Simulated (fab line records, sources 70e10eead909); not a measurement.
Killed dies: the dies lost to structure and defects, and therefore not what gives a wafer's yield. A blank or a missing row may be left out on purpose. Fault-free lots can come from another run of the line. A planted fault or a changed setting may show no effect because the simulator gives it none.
Matching of chambers + flow nand harc + rie diel-08 running NHARC_A_STAIRCASE_DESCUM_291: 4 sister chambers
The step chemistry O2, time 3 s. 4 wafers are shown with their chamber, then 12 later ones without.

== EACH WAFER AND ITS CHAMBER ==
| wafer  | chamber | showerhead plenum p Torr (Torr) |
|--------|---------|---------------------------------|
| L086.1 | 0       | 1.95                            |
| L091.1 | 3       | 1.81                            |
| L091.5 | 2       | 2.01                            |
| L091.6 | 1       | 1.85                            |

== WAFERS MISSING THEIR CHAMBER ==
| wafer  | showerhead plenum p Torr (Torr) |
|--------|---------------------------------|
| L092.2 | 2.01                            |
| L092.3 | 1.94                            |
| L092.4 | 1.85                            |
| L094.1 | 1.85                            |
| L094.2 | 1.94                            |
| L094.6 | 1.85                            |
| L095.1 | 1.81                            |
| L095.2 | 1.85                            |
| L095.3 | 2.01                            |
| L097.3 | 2.01                            |
| L097.4 | 1.81                            |
| L097.6 | 1.94                            |

== WHICH CHAMBER EACH WENT THROUGH ==
| wafer  | from the rows above | in truth |
|--------|---------------------|----------|
| L092.2 | 2                   | 2        |
| L092.3 | 0                   | 0        |
| L092.4 | 1                   | 1        |
| L094.1 | 1                   | 1        |
| L094.2 | 0                   | 0        |
| L094.6 | 1                   | 1        |
| L095.1 | 3                   | 3        |
| L095.2 | 1                   | 1        |
| L095.3 | 2                   | 2        |
| L097.3 | 2                   | 2        |
| L097.4 | 3                   | 3        |
| L097.6 | 0                   | 0        |
Placed correctly: 12 of 12. Can't be placed from these rows: 0. 0 placed wrongly.
How it was worked out, from the rows above alone: a wafer's distance from a chamber is the root of the sum, over the readings, of the square of ((its reading less the chamber's mean) divided by the reading's scatter). If the next closest chamber is less than 2 further off than the closest, the wafer can't be placed; otherwise it belongs to the closest. Each chamber's mean is taken over the wafers shown for it. The scatter: with one shown wafer a chamber, the root of the mean of the squares of how far each hidden wafer lies from its nearest shown one.
